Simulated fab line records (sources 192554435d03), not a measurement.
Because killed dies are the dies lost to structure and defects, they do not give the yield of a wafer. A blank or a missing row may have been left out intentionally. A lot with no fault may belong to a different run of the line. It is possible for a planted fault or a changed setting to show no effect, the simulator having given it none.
Chamber matching    flow n5-finfet    N5_HKMG_FIN_ALD_21 on ald-metal-03: 4 sister chambers
The step deposits TiN, target thk 1.5 nm, pulse time 1 s, purge time 3 s. 4 wafers are shown with their chamber, then 7 later ones without.

## EACH WAFER AND ITS CHAMBER
wafer   chamber  heater-power-w (W)
L089.2  2        983
L089.4  3        799
L090.1  0        916
L090.2  1        818

## WAFERS WHOSE CHAMBER IS MISSING
wafer   heater-power-w (W)
L090.3  847
L091.3  899
L091.4  990
L091.6  962
L092.4  924
L092.5  920
L092.6  834

## EACH ONE'S CHAMBER
wafer   from the rows above      in truth
L090.3  can't be placed: 1 or 3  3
L091.3  0                        0
L091.4  2                        2
L091.6  can't be placed: 2 or 0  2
L092.4  0                        0
L092.5  0                        0
L092.6  can't be placed: 1 or 3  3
Correct placement for 4 of the 7. Can't be placed from these rows: 3 (the true chamber is among the candidates in 3). Wrongly placed: 0.
How it was worked out, from the rows above alone: a wafer's distance from a chamber is the root of the sum, over the readings, of the square of ((its reading less the chamber's mean) divided by the reading's scatter). The wafer belongs to the nearest chamber; if the next one is less than 2 further off, it can't be placed. The mean given for a chamber averages the wafers shown for that chamber. The scatter: root of mean squared gap, hidden wafer to nearest shown wafer, with one shown wafer a chamber.
